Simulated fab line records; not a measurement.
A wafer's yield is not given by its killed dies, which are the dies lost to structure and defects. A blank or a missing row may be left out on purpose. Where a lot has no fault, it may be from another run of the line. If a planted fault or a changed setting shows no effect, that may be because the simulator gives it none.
Which tool is to blame? + flow nand-harc + 12 lots, 36 wafers sampled, at 6 steps of a route of 1302

== WHAT EACH GAUGE READ, for each wafer ==
NHARC_P_GATE_CD_MEAS_46 targets a cd of 720 nm.
| lot  | measured     | on        | cd-nm (nm)                          |
|------|--------------|-----------|-------------------------------------|
| L800 | day 6 01:11  | cd-sem-01 | 721.1 720.8 720.7                   |
| L801 | day 6 13:15  | cd-sem-02 | 724.0 720.7 722.5                   |
| L802 | day 6 14:25  | cd-sem-03 | 720.1 717.3 715.4                   |
| L803 | day 7 02:05  | cd-sem-02 | 723.8 724.2 723.3                   |
| L807 | day 8 17:46  | cd-sem-03 | 709.1 710.0 707.7 709.2 709.8 708.0 |
| L811 | day 10 20:25 | cd-sem-02 | 720.0 716.4 718.8                   |
| L815 | day 12 06:14 | cd-sem-01 | 719.9 717.7 717.9                   |
| L816 | day 12 08:20 | cd-sem-02 | 718.7 719.8 719.8                   |
| L817 | day 13 01:32 | cd-sem-03 | 720.7 720.3 719.9                   |
| L820 | day 14 02:54 | cd-sem-03 | 720.6 717.5 719.4                   |
| L821 | day 14 16:27 | cd-sem-03 | 721.1 721.5 725.3                   |
| L822 | day 14 23:00 | cd-sem-01 | 720.2 720.2 719.2                   |

NHARC_END_SORT_01.
| lot  | measured     | on        | killed-at-array | killed-at-other | killed-at-periphery | killed-dies | killed-open | killed-short |
|------|--------------|-----------|-----------------|-----------------|---------------------|-------------|-------------|--------------|
| L800 | day 25 11:44 | prober-01 | 50 41 52        | 1 3 0           | 1 3 1               | 52 47 53    | 4 0 1       | 2 3 2        |
| L801 | day 25 07:05 | prober-02 | 56 59 29        | 1 1 1           | 2 2 3               | 59 62 33    | 3 5 5       | 2 2 1        |
| L802 | day 25 16:31 | prober-02 | 23 21 29        | 1 0 0           | 1 4 3               | 25 25 32    | 3 4 5       | 3 0 4        |
| L803 | day 25 18:43 | prober-01 | 36 58 55        | 0 0 0           | 6 7 7               | 42 65 62    | 4 3 1       | 4 4 3        |
| L807 | day 27 16:46 | prober-02 | 55 53 60        | 2 2 1           | 0 5 4               | 57 60 65    | 2 4 1       | 0 2 2        |
| L811 | day 29 19:22 | prober-02 | 87 75 84        | 0 1 0           | 6 6 2               | 93 82 86    | 4 4 5       | 4 5 4        |
| L815 | day 31 11:29 | prober-01 | 46 40 37        | 0 0 1           | 8 5 5               | 54 45 43    | 4 4 1       | 5 0 2        |
| L816 | day 32 01:47 | prober-01 | 80 69 69        | 2 1 0           | 2 2 2               | 84 72 71    | 1 4 3       | 3 3 4        |
| L817 | day 31 18:07 | prober-02 | 42 48 42        | 0 0 1           | 2 2 0               | 44 50 43    | 1 6 1       | 3 1 6        |
| L820 | day 33 04:47 | prober-01 | 40 40 33        | 0 3 1           | 4 1 2               | 44 44 36    | 3 7 4       | 0 0 0        |
| L821 | day 33 07:49 | prober-02 | 96 83 58        | 1 0 0           | 3 5 6               | 100 88 64   | 3 1 4       | 3 5 2        |
| L822 | day 34 03:38 | prober-01 | 68 82 60        | 3 0 3           | 9 8 4               | 80 90 67    | 5 4 4       | 4 3 3        |

== TOOL THAT RAN EACH LOT (tool first, then ch and the chambers of the sampled wafers, then the start) ==
| lot  | NHARC_P_GATE_DEP_103            | NHARC_P_GATE_DESCUM_31             | NHARC_P_GATE_EXPOSE_43            | NHARC_P_GATE_STRIP_111               |
|------|---------------------------------|------------------------------------|-----------------------------------|--------------------------------------|
| L800 | pecvd-03 ch 0,1,2, day 5 12:38  | rie-diel-08 ch 1,3, day 5 13:29    | krf-scanner-02 ch 0, day 6 01:02  | plasma-asher-02 ch 0,1, day 6 01:43  |
| L801 | pecvd-03 ch 0,1,2, day 6 00:28  | rie-diel-08 ch 0,2,3, day 6 01:19  | krf-scanner-03 ch 0, day 6 13:06  | plasma-asher-01 ch 0,1, day 6 13:47  |
| L802 | pecvd-03 ch 0,1,2, day 6 01:59  | rie-diel-08 ch 0,1, day 6 02:43    | krf-scanner-04 ch 0, day 6 14:16  | plasma-asher-02 ch 0,1, day 6 15:02  |
| L803 | pecvd-04 ch 0,1,2, day 6 13:37  | rie-diel-07 ch 0,2,3, day 6 14:22  | krf-scanner-02 ch 0, day 7 01:56  | plasma-asher-02 ch 0,1, day 7 02:53  |
| L807 | pecvd-03 ch 0,2, day 8 05:26    | rie-diel-08 ch 1,2,3, day 8 06:10  | krf-scanner-02 ch 0, day 8 17:37  | plasma-asher-02 ch 0,1, day 8 21:57  |
| L811 | pecvd-03 ch 0,1,2, day 10 07:43 | rie-diel-07 ch 2,3, day 10 08:34   | krf-scanner-03 ch 0, day 10 20:16 | plasma-asher-02 ch 0,1, day 10 21:14 |
| L815 | pecvd-03 ch 0,1, day 11 17:41   | rie-diel-08 ch 0,1,3, day 11 18:25 | krf-scanner-03 ch 0, day 12 06:05 | plasma-asher-02 ch 0,1, day 12 06:46 |
| L816 | pecvd-03 ch 0,1,2, day 11 19:56 | rie-diel-07 ch 1,3, day 11 20:39   | krf-scanner-03 ch 0, day 12 08:11 | plasma-asher-02 ch 0,1, day 12 08:52 |
| L817 | pecvd-01 ch 0,2, day 12 13:06   | rie-diel-07 ch 0,2,3, day 12 13:58 | krf-scanner-03 ch 0, day 13 01:23 | plasma-asher-01 ch 1, day 13 02:04   |
| L820 | pecvd-01 ch 0,1, day 13 14:04   | rie-diel-08 ch 0,1, day 13 14:57   | krf-scanner-02 ch 0, day 14 02:45 | plasma-asher-02 ch 0,1, day 14 03:31 |
| L821 | pecvd-04 ch 1,2, day 14 03:53   | rie-diel-04 ch 0,3, day 14 04:46   | krf-scanner-02 ch 0, day 14 16:18 | plasma-asher-02 ch 0,1, day 14 16:58 |
| L822 | pecvd-03 ch 0,1, day 14 10:40   | rie-diel-08 ch 0,1,2, day 14 11:25 | krf-scanner-02 ch 0, day 14 22:51 | plasma-asher-01 ch 0,1, day 14 23:37 |
- NHARC_P_GATE_DEP_103: deposits SiON, target thk 30 nm.
- NHARC_P_GATE_DESCUM_31: chemistry O2, time 3 s.
- NHARC_P_GATE_EXPOSE_43: exposes mask P NSD, target cd 720 nm.
- NHARC_P_GATE_STRIP_111: strips in N2/H2, time 250 s.

== WHAT THE TOOLS THEMSELVES READ (means of the sampled wafers that have a number; where no wafer has one, the mark that the record gives instead) ==
NHARC_P_GATE_DEP_103.
| lot  | tool     | heater-power-w (W) |
|------|----------|--------------------|
| L800 | pecvd-03 | 772                |
| L801 | pecvd-03 | 749                |
| L802 | pecvd-03 | 747                |
| L803 | pecvd-04 | 825                |
| L807 | pecvd-03 | 760                |
| L811 | pecvd-03 | 783                |
| L815 | pecvd-03 | 781                |
| L816 | pecvd-03 | 704                |
| L817 | pecvd-01 | 785                |
| L820 | pecvd-01 | 725                |
| L821 | pecvd-04 | 869                |
| L822 | pecvd-03 | 770                |

NHARC_P_GATE_DESCUM_31.
| lot  | tool        | drypump-motor-current-A (A) | oes-product-au (a.u.) | rf-vpp-V (V) | showerhead-plenum-p-Torr (Torr) | throttle-valve-pct (%) |
|------|-------------|-----------------------------|-----------------------|--------------|---------------------------------|------------------------|
| L800 | rie-diel-08 | 5.6                         | 1.009                 | 58.6         | 1.98                            | 11.306                 |
| L801 | rie-diel-08 | 5.6                         | 1.010                 | 57.1         | 1.86                            | 11.316                 |
| L802 | rie-diel-08 | 5.3                         | 1.011                 | 57.9         | 1.96                            | 11.307                 |
| L803 | rie-diel-07 | 6.0                         | 0.996                 | 57.8         | 1.90                            | 11.309                 |
| L807 | rie-diel-08 | 5.5                         | 1.012                 | 58.7         | 1.93                            | 11.305                 |
| L811 | rie-diel-07 | 6.2                         | 0.994                 | 56.8         | 1.83                            | 11.317                 |
| L815 | rie-diel-08 | 5.6                         | 1.008                 | 57.7         | 1.92                            | 11.306                 |
| L816 | rie-diel-07 | 6.1                         | 0.994                 | 57.6         | 1.86                            | 11.315                 |
| L817 | rie-diel-07 | 6.0                         | 0.982                 | 58.2         | 1.90                            | 11.314                 |
| L820 | rie-diel-08 | 5.2                         | 1.001                 | 57.7         | 1.96                            | 11.313                 |
| L821 | rie-diel-04 | 5.5                         | 0.998                 | 58.1         | 1.93                            | 11.321                 |
| L822 | rie-diel-08 | 5.2                         | 1.009                 | 56.8         | 1.91                            | 11.312                 |

NHARC_P_GATE_STRIP_111.
| lot  | tool            | drypump-motor-current-A (A) | heater-power-w (W) |
|------|-----------------|-----------------------------|--------------------|
| L800 | plasma-asher-02 | 6.0                         | 81                 |
| L801 | plasma-asher-01 | 5.6                         | 90                 |
| L802 | plasma-asher-02 | 6.0                         | 81                 |
| L803 | plasma-asher-02 | 6.0                         | 81                 |
| L807 | plasma-asher-02 | 5.5                         | 80                 |
| L811 | plasma-asher-02 | 6.0                         | 80                 |
| L815 | plasma-asher-02 | 6.0                         | 80                 |
| L816 | plasma-asher-02 | 5.5                         | 76                 |
| L817 | plasma-asher-01 | 5.5                         | 89                 |
| L820 | plasma-asher-02 | 6.0                         | 79                 |
| L821 | plasma-asher-02 | 5.5                         | 76                 |
| L822 | plasma-asher-01 | 5.6                         | 86                 |

== THE ANSWER, worked out from the rows above alone ==
Rule: usual is defined by the lots themselves. The widest of any qualifying gaps counts: lots, ordered by their means at a reading, are off when they make up no more than a third of the lots, leave a main group of 4 or more, and stand apart from it by 3 or more times the standard deviation of that group's means. A main group whose means are all the same, to the digits that the tables above print for the reading, isn't used. Also off: a lot with no number at a reading for which 4 or more lots have one. Where the step has rows for the other lots, those lots are counted as sound. The gauges are gone through in route order, then the tools' own readings, and for those a lot's mean is taken as printed above. At the first step where some lot is off, the reading lying furthest off is the one used; lots without a number count as furthest.
Off at NHARC_P_GATE_CD_MEAS_46 (cd-nm): L807. Mean 720.3 nm and standard deviation 1.9 in the main group.
If a tool, at a process step before that reading, ran all the lots that are off and no sound lot after the first of them, it fits. The gauges at NHARC_P_GATE_CD_MEAS_46 are tried like those tools. Not one of the candidates tried fits.

== WHAT THE SIMULATOR HAD PUT IN ==
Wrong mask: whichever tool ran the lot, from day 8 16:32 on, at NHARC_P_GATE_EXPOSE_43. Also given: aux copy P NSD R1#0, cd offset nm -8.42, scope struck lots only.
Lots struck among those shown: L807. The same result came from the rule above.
